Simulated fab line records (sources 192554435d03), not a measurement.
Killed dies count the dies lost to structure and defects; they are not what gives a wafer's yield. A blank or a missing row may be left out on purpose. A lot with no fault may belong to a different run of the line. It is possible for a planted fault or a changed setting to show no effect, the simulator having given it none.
Struck lot and sound lot, side by side / flow n5_finfet / 44 steps out of a route of 1938
Sound: the wafers L337.1, L337.2, L337.4. Struck: wafer L348.5 (left out: L348.1, L348.3 of the same lot, which were not struck); the cause appears at the end.
For every step that has rows: the tool of each side, followed by ch and its chambers, followed by its first start. Under that, the readings that differ: sound wafers / struck wafers / difference of the means / sigmas: that difference in standard deviations of wafers without a fault.
alike: words and numbers the same on both sides, and readings whose means are apart by under 2 such deviations; not compared: readings that were withheld, readings missing a value for some wafer, numbers with overlapping values and no deviation given by the record, and bounds like >300 which may hide the same value.
The two part at a step that has a row with sigmas, a row that says differs or no value, or rows on one side only. Numbers that have no deviation but don't overlap get no sigmas and don't part them. A reading that every wafer of one side lacks parts them only if that side has two wafers or more.

first, 7 steps without rows for these wafers: N5_ZERO_LAYER_COAT_05 (resist thk 1000 nm); N5_ZERO_LAYER_EBR_07; N5_ZERO_LAYER_SOFTBAKE_06 (time 90 s); N5_ZERO_LAYER_EXPOSE_08 (exposes mask ZERO, defocus 0 nm, target cd 2000 nm); N5_ZERO_LAYER_PEB_09; N5_ZERO_LAYER_DEVELOP_10 (develop time 60 s); N5_ZERO_LAYER_HARDBAKE_23 (time 120 s).
N5_ZERO_LAYER_CD_MEAS_11: target cd 2000 nm.
  sound on cd_sem-01 ch 0, day 1 18:46; struck on cd_sem-01 ch 0, day 4 12:38
  alike: cd_nm
then, 1 step without rows for these wafers: N5_ZERO_LAYER_DESCUM_16 (chemistry O2, time 7.9 s).
N5_ZERO_LAYER_ETCH_17: etches SiO2 in CF4, target depth 12 nm, time 13.3 s.
  sound on rie_diel-02 ch 0,1,2, day 1 18:50; struck on rie_diel-03 ch 3, day 4 12:43
reading=throttle_valve_pct (%); sound=15.37 15.34 15.66; struck=15.91; difference=+0.45; sigmas=+3
  alike: drypump_motor_current_A, oes_product_au, rf_vpp_V, showerhead_plenum_p_Torr
  not compared: rf_hours_counter_h
N5_ZERO_LAYER_ETCH_18: etches Si in HBr/Cl2, target depth 120 nm, time 40 s.
  sound on rie_si-02 ch 1,2,3, day 1 18:55; struck on rie_si-01 ch 2, day 4 12:47
reading=drypump_motor_current_A (A); sound=5.7 6.5 5.8; struck=4.9; difference=-1.1; sigmas=-2
  alike: oes_product_au, throttle_valve_pct
  not compared: rf_hours_counter_h
N5_ZERO_LAYER_STRIP_24: strips in O2.
  sound on plasma_asher-02 ch 0,1, day 1 19:01; struck on plasma_asher-02 ch 0, day 4 12:53
  alike: drypump_motor_current_A, heater_power_w, oes_product_au, strip_time_to_endpoint_s
  not compared: rf_hours_counter_h
N5_ZERO_LAYER_STRIP_19: strips in SPM, time 900 s.
  sound on wet_bench-06 ch 1,2,7, day 1 19:07; struck on wet_bench-03 ch 1,4,7, day 4 12:59
N5_ZERO_LAYER_INSPECT_20: inspects for defects (darkfield).
  sound on defect_inspect-02, day 1 19:38; struck on defect_inspect-02, day 4 13:15
reading=raw_defect_count; sound=57 52 49; struck=347; difference=+294; sigmas=+17
then, 8 steps without rows for these wafers: N5_WELL_APT_HMDS_01 (time 60 s); N5_WELL_APT_COAT_02 (resist thk 950 nm); N5_WELL_APT_EBR_04; N5_WELL_APT_SOFTBAKE_03 (time 60 s); N5_WELL_APT_EXPOSE_05 (exposes mask NWELL, defocus 0 nm, target cd 200 nm); N5_WELL_APT_PEB_06 (peb time 90 s); N5_WELL_APT_DEVELOP_07 (develop time 45 s); N5_WELL_APT_HARDBAKE_12 (time 120 s).
N5_WELL_APT_CD_MEAS_08: target cd 200 nm.
  sound on cd_sem-03 ch 0, day 1 20:04; struck on cd_sem-02 ch 0, day 4 13:34
reading=cd_nm (nm); sound=198.8 197.0 199.4; struck=201.9; difference=+3.5; sigmas=+2
N5_WELL_APT_OVL_MEAS_09:
  sound on overlay-02 ch 0, day 1 20:06; struck on overlay-01 ch 0, day 4 13:35
  alike: NWELL_OVL
N5_WELL_APT_INSPECT_10: inspects for defects (macro).
  sound on defect_inspect-02, day 1 20:07; struck on defect_inspect-02, day 4 13:37
reading=raw_defect_count; sound=3 2 0; struck=>300; difference=differs; sigmas=
N5_WELL_APT_DESCUM_13: chemistry O2, time 7.9 s.
  sound on rie_diel-05 ch 1,2,3, day 1 20:10; struck on rie_diel-04 ch 1, day 4 13:42
  alike: drypump_motor_current_A, oes_product_au, rf_vpp_V, showerhead_plenum_p_Torr, throttle_valve_pct
  not compared: rf_hours_counter_h
then, 11 steps without rows for these wafers: N5_WELL_APT_IMPLANT_14; N5_WELL_APT_IMPLANT_15; N5_WELL_APT_STRIP_16 (strips in SPM, time 900 s); N5_WELL_APT_HMDS_18 (time 60 s); N5_WELL_APT_COAT_19 (resist thk 950 nm); N5_WELL_APT_EBR_21; N5_WELL_APT_SOFTBAKE_20 (time 60 s); N5_WELL_APT_EXPOSE_22 (exposes mask PWELL, defocus 0 nm, target cd 200 nm); N5_WELL_APT_PEB_23 (peb time 90 s); N5_WELL_APT_DEVELOP_24 (develop time 45 s); N5_WELL_APT_HARDBAKE_29 (time 120 s).
N5_WELL_APT_CD_MEAS_25: target cd 200 nm.
  sound on cd_sem-01 ch 0, day 1 21:11; struck on cd_sem-02 ch 0, day 4 14:51
  alike: cd_nm
N5_WELL_APT_OVL_MEAS_26:
  sound on overlay-01 ch 0, day 1 21:14; struck on overlay-02 ch 0, day 4 14:53
reading=PWELL_OVL (nm); sound=2 14 8; struck=-7; difference=-15; sigmas=-3
N5_WELL_APT_INSPECT_27: inspects for defects (macro).
  sound on defect_inspect-01, day 1 21:16; struck on defect_inspect-02, day 4 14:55
reading=raw_defect_count; sound=3 2 1; struck=>300; difference=differs; sigmas=
N5_WELL_APT_DESCUM_30: chemistry O2, time 7.9 s.
  sound on rie_diel-01 ch 0,2,3, day 1 21:23; struck on rie_diel-05 ch 3, day 4 14:56
  alike: drypump_motor_current_A, oes_product_au, rf_vpp_V, showerhead_plenum_p_Torr, throttle_valve_pct
  not compared: rf_hours_counter_h
then, 1 step without rows for these wafers: N5_WELL_APT_IMPLANT_31.
N5_WELL_APT_INSPECT_38: inspects for defects (darkfield).
  sound on defect_inspect-01, day 1 23:02; struck on defect_inspect-02, day 4 16:47
reading=raw_defect_count; sound=13 9 10; struck=344; difference=+333; sigmas=+74
-- the record jumps here: 14 days lie between the struck wafers' starts before and after (it left off in module WELL_APT and takes up again in module PASSIVATION, whose first step shown is number 1936 of the route) --
N5_PASSIVATION_PROBE_49:
  sound on prober-01, day 14 06:55; struck on prober-02, day 18 11:47
reading=killed_at_front_end; sound=33 33 45; struck=79; difference=+42; sigmas=+4
reading=killed_dies; sound=100 89 99; struck=167; difference=+71; sigmas=+4
reading=killed_short; sound=21 27 34; struck=53; difference=+26; sigmas=+3
  alike: killed_at_M0_to_M3, killed_at_M4_up, killed_at_contacts, killed_at_other, killed_open

== WHERE THEY PART ==
Last at N5_PASSIVATION_PROBE_49 as far as this record goes, first at N5_ZERO_LAYER_ETCH_17.

WHY: whatever the simulator had introduced
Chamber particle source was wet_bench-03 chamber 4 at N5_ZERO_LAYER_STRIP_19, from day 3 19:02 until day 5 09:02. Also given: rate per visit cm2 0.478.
